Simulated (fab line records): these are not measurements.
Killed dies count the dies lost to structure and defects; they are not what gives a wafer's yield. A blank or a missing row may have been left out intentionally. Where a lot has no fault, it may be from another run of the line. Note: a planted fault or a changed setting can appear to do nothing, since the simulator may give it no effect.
Chamber matching ; flow n5_finfet ; rie_si-06 running N5_BEOL_M0_SAQP_MANDREL1_REMOVE_100: 4 sister chambers
The step chemistry HBr/Cl2/O2, target a-Si, stops on SiNx, bt time 10 s. 18 wafers are shown with their chamber, then 9 later ones without.

## EACH WAFER AND ITS CHAMBER
wafer;chamber;drypump_motor_current_A (A);throttle_valve_pct (%);oes_product_au (a.u.)
L074.1;0;5.8;36.93;0.973
L074.4;3;5.2;36.84;1.010
L074.6;0;5.8;36.95;0.974
L078.2;3;5.2;36.85;1.010
L078.4;2;5.8;36.91;1.034
L078.6;3;5.2;36.85;1.015
L080.1;0;5.9;36.94;0.978
L080.3;1;6.3;36.72;1.018
L080.6;0;5.9;36.95;0.977
L082.1;3;5.2;36.83;1.013
L082.2;2;5.7;36.92;1.025
L082.6;3;5.2;36.83;1.016
L085.2;3;5.2;36.85;1.013
L085.4;0;5.8;36.94;0.974
L085.5;0;5.8;36.94;0.980
L089.4;2;5.7;36.90;1.023
L089.5;1;6.4;36.73;1.028
L089.6;2;5.7;36.88;1.028

SIGNATURES (means of the wafers above)
reading;chamber 0;chamber 1;chamber 2;chamber 3;scatter within a chamber
drypump_motor_current_A;5.833;6.350;5.725;5.200;0.043
throttle_valve_pct;36.9417;36.7250;36.9025;36.8417;0.011
oes_product_au;0.97600;1.02300;1.02750;1.01283;0.00366
Rule: for each reading, subtract the chamber's mean from the wafer's reading, divide by that reading's scatter and square the result; add these up over the readings and take the root, which gives the wafer's distance from the chamber. If the next closest chamber is less than 2 further off than the closest, the wafer can't be placed; otherwise it belongs to the closest. The scatter: take each reading less its chamber's mean, square it, sum over the shown wafers, divide by the number of wafers less the number of chambers, and take the root.

## WAFERS WITHOUT THEIR CHAMBER
wafer;drypump_motor_current_A (A);throttle_valve_pct (%);oes_product_au (a.u.)
L088.2;5.7;36.91;1.014
L088.5;5.7;36.92;1.026
L088.6;5.2;36.86;1.015
L090.1;5.7;36.92;1.020
L090.3;5.2;36.82;1.006
L090.5;5.7;36.88;1.024
L095.1;5.8;36.91;1.013
L095.3;5.9;36.94;0.970
L095.4;5.2;36.85;1.010

## EACH ONE'S CHAMBER
wafer;from the rows above;in truth
L088.2;2;2
L088.5;2;2
L088.6;3;3
L090.1;2;2
L090.3;3;3
L090.5;2;2
L095.1;2;2
L095.3;0;0
L095.4;3;3
Correct placement for 9 of the 9. Not placeable from these rows: 0. Wrongly placed: 0.
